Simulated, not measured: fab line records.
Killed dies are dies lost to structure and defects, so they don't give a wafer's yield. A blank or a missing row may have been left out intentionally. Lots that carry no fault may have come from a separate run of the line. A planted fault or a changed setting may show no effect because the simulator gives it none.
The tool behind it: which one? ; flow n5_finfet ; 10 lots, 30 wafers sampled, at 7 steps of a route of 1938

WHAT EACH GAUGE READ, for each wafer
N5_DUMMY_GATE_CD_MEAS_50: the cd target is 14 nm. Usual: cd_nm at 14.0 nm, with a standard deviation of 0.45.
lot;measured;on;cd_nm (nm);flag
L939;day 3 01:10;cd_sem-01;14.2 14.3 14.7;
L945;day 4 09:32;cd_sem-02;14.5 13.7 14.4;
L949;day 5 12:49;cd_sem-02;14.6 14.9 14.2;
L950;day 6 01:04;cd_sem-03;14.5 13.7 14.2;
L951;day 6 05:05;cd_sem-02;13.4 13.7 14.4;
L952;day 6 09:02;cd_sem-03;14.0 13.2 13.5;
L953;day 6 11:56;cd_sem-03;14.1 13.5 14.5;
L958;day 7 17:17;cd_sem-02;14.2 13.5 13.8;
L961;day 8 14:52;cd_sem-03;13.9 13.4 14.1;
L962;day 8 15:33;cd_sem-03;14.1 14.0 14.3;

N5_SPACER0_INSPECT_04: inspects for defects (darkfield). Usual: raw_defect_count at 142, with a standard deviation of 38.
lot;measured;on;raw_defect_count;flag
L939;day 3 02:34;defect_inspect-02;154 123 135;
L945;day 4 10:56;defect_inspect-02;101 92 108;
L949;day 5 14:39;defect_inspect-01;97 88 184;
L950;day 6 02:26;defect_inspect-02;141 107 103;
L951;day 6 06:42;defect_inspect-02;125 99 134;
L952;day 6 10:29;defect_inspect-02;1011 1058 1044;OFF
L953;day 6 13:30;defect_inspect-02;993 1030 1023;OFF
L958;day 7 18:40;defect_inspect-01;1016 1092 1064;OFF
L961;day 8 16:15;defect_inspect-02;128 143 115;
L962;day 8 18:58;defect_inspect-02;146 132 166;

N5_SD_EPI_N_INSPECT_11: inspects for defects (macro). Usual: raw_defect_count at 2.2, with a standard deviation of 1.4.
lot;measured;on;raw_defect_count;flag
L939;day 3 03:01;defect_inspect-02;1 3 0;
L945;day 4 11:16;defect_inspect-02;3 2 1;
L949;day 5 15:06;defect_inspect-01;2 2 0;
L950;day 6 02:46;defect_inspect-02;2 3 2;
L951;day 6 07:09;defect_inspect-01;2 1 2;
L952;day 6 10:56;defect_inspect-02;>300 >300 >300;OFF
L953;day 6 13:50;defect_inspect-02;>300 >300 >300;OFF
L958;day 7 19:09;defect_inspect-02;>300 >300 >300;OFF
L961;day 8 16:43;defect_inspect-02;2 0 3;
L962;day 8 19:17;defect_inspect-02;2 2 2;

N5_SD_EPI_N_INSPECT_26: inspects for defects (darkfield). Usual: raw_defect_count at 220, with a standard deviation of 49.
lot;measured;on;raw_defect_count;flag
L939;day 3 07:01;defect_inspect-02;206 163 156;
L945;day 4 17:23;defect_inspect-01;214 137 173;
L949;day 5 19:06;defect_inspect-01;270 218 280;
L950;day 6 08:07;defect_inspect-02;219 169 238;
L951;day 6 12:18;defect_inspect-02;173 152 193;
L952;day 6 15:51;defect_inspect-01;1110 1163 1178;OFF
L953;day 6 18:33;defect_inspect-01;1037 1201 1166;OFF
L958;day 7 23:14;defect_inspect-02;1030 1109 1103;OFF
L961;day 8 21:25;defect_inspect-02;197 238 187;
L962;day 8 23:16;defect_inspect-02;213 191 223;

EACH LOT AND THE TOOL THAT RAN IT (in order: tool; ch and the chambers of the sampled wafers; start)
lot;N5_DUMMY_GATE_ETCH_36;N5_DUMMY_GATE_STRIP_48;N5_SPACER0_ALD_07
L939;rie_diel-03 ch 0,1,3, day 3 00:43;rie_diel-06 ch 0,2,3, day 3 01:46;ald_sin-01 ch 1,2, day 3 01:59
L945;rie_diel-03 ch 0,2,3, day 4 09:16;rie_diel-03 ch 1,2,3, day 4 10:07;ald_sin-01 ch 1,2,3, day 4 10:22
L949;rie_diel-03 ch 1,2, day 5 12:33;rie_diel-06 ch 0,1,3, day 5 13:25;ald_sin-01 ch 2,3, day 5 14:05
L950;rie_diel-03 ch 2,3, day 6 00:47;rie_diel-03 ch 0,1,3, day 6 01:38;ald_sin-01 ch 0,3, day 6 01:52
L951;rie_diel-01 ch 0,1,3, day 6 04:49;rie_diel-03 ch 0,2,3, day 6 05:40;ald_sin-02 ch 1,2,3, day 6 06:08
L952;rie_diel-06 ch 0,2,3, day 6 08:46;rie_diel-06 ch 0,1,3, day 6 09:38;ald_sin-01 ch 0,2,3, day 6 09:55
L953;rie_diel-01 ch 0,1,3, day 6 11:40;rie_diel-03 ch 0,1,2, day 6 12:43;ald_sin-01 ch 0,1,2, day 6 12:56
L958;rie_diel-03 ch 0,2, day 7 16:59;rie_diel-03 ch 0,2,3, day 7 17:52;ald_sin-01 ch 1,2,3, day 7 18:06
L961;rie_diel-01 ch 0,2,3, day 8 14:36;rie_diel-01 ch 0,2, day 8 15:28;ald_sin-02 ch 1,3, day 8 15:41
L962;rie_diel-01 ch 0,2,3, day 8 15:14;rie_diel-06 ch 0,2,3, day 8 16:13;ald_sin-02 ch 0,1,3, day 8 18:23
- N5_DUMMY_GATE_ETCH_36: etches SiARC in CF4, target depth 13 nm.
- N5_DUMMY_GATE_STRIP_48: strips in N2/H2, time 20 s.
- N5_SPACER0_ALD_07: deposits SiNx, target thk 2 nm.

AS READ BY THE TOOLS THEMSELVES (means over the sampled wafers that have a number; for cases with no such wafer, the mark the record gives instead)
N5_DUMMY_GATE_ETCH_36. Usual: drypump_motor_current_A 5.9 A, standard deviation 0.44; oes_product_au 0.75 a.u., standard deviation 0.053; rf_vpp_V 184.0 V, standard deviation 1.3; showerhead_plenum_p_Torr 2.15 Torr, standard deviation 0.079; throttle_valve_pct 15.74 %, standard deviation 0.3.
lot;tool;drypump_motor_current_A (A);oes_product_au (a.u.);rf_vpp_V (V);showerhead_plenum_p_Torr (Torr);throttle_valve_pct (%);flag
L939;rie_diel-03;6.1;0.78;185.0;2.13;15.63;
L945;rie_diel-03;5.9;0.77;184.1;2.18;15.65;
L949;rie_diel-03;6.4;0.69;183.8;2.17;15.92;
L950;rie_diel-03;5.9;0.77;183.6;2.13;15.46;
L951;rie_diel-01;5.5;0.73;183.8;2.17;15.98;
L952;rie_diel-06;6.0;0.76;182.5;2.05;15.57;
L953;rie_diel-01;5.5;0.74;183.7;2.17;16.00;
L958;rie_diel-03;5.9;0.73;185.2;2.22;15.91;
L961;rie_diel-01;5.4;0.73;185.1;2.17;15.90;
L962;rie_diel-01;5.4;0.73;183.6;2.17;15.89;

N5_DUMMY_GATE_STRIP_48. Usual: drypump_motor_current_A 5.9 A, standard deviation 0.45; oes_product_au 0.77 a.u., standard deviation 0.066; rf_vpp_V 45.4 V, standard deviation 0.78; showerhead_plenum_p_Torr 3.38 Torr, standard deviation 0.13; throttle_valve_pct 12.32 %, standard deviation 0.26.
lot;tool;drypump_motor_current_A (A);oes_product_au (a.u.);rf_vpp_V (V);showerhead_plenum_p_Torr (Torr);throttle_valve_pct (%);flag
L939;rie_diel-06;6.0;0.78;45.4;3.24;12.17;
L945;rie_diel-03;6.3;0.75;44.9;3.34;12.21;
L949;rie_diel-06;6.3;0.83;46.0;3.33;12.02;
L950;rie_diel-03;6.2;0.76;44.5;3.35;12.28;
L951;rie_diel-03;5.9;0.76;45.5;3.44;12.26;
L952;rie_diel-06;6.3;0.82;45.7;3.33;12.02;
L953;rie_diel-03;6.3;0.72;45.5;3.41;12.41;
L958;rie_diel-03;6.0;0.76;45.1;3.43;12.28;
L961;rie_diel-01;5.5;0.71;44.9;3.45;12.46;
L962;rie_diel-06;6.0;0.75;45.5;3.22;12.26;

N5_SPACER0_ALD_07. Usual: heater_power_w at 857 W, with a standard deviation of 85.
lot;tool;heater_power_w (W);flag
L939;ald_sin-01;946;
L945;ald_sin-01;871;
L949;ald_sin-01;810;
L950;ald_sin-01;913;
L951;ald_sin-02;808;
L952;ald_sin-01;887;
L953;ald_sin-01;958;
L958;ald_sin-01;871;
L961;ald_sin-02;800;
L962;ald_sin-02;830;

THE ANSWER, worked out from the rows above alone
Rule: take the mean of a lot's wafers that have a number; if it is more than 3 standard deviations from the usual mean, the lot is off. Also off: a lot with no number at a reading for which 4 or more lots have one. All remaining lots with rows at the step are treated as sound. Order of review: gauges by route order, followed by the tools' own readings, for which a lot's mean as printed above is used. The first step at which some lot is off is used, and at that step the reading that is off furthest; a lot without a number counts as furthest.
Off: L952, L953, L958 (N5_SPACER0_INSPECT_04, raw_defect_count).
If a tool, at a process step before that reading, ran all the lots that are off and no sound lot after the first of them, it fits. Those tools and the gauges at N5_SPACER0_INSPECT_04 are tried in the same way. One fits: N5_SPACER0_ALD_07 on ald_sin-01. Its last sound lot is L950 (day 6 01:52), its first lot that is off L952 (day 6 09:55): a fault that began between those two fits.

WHAT WAS PUT IN BY THE SIMULATOR
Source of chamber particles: ald_sin-01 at N5_SPACER0_ALD_07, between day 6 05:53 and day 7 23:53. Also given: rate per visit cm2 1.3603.
Shown lots that were struck: L952, L953, L958. This agrees with what the rule above found.
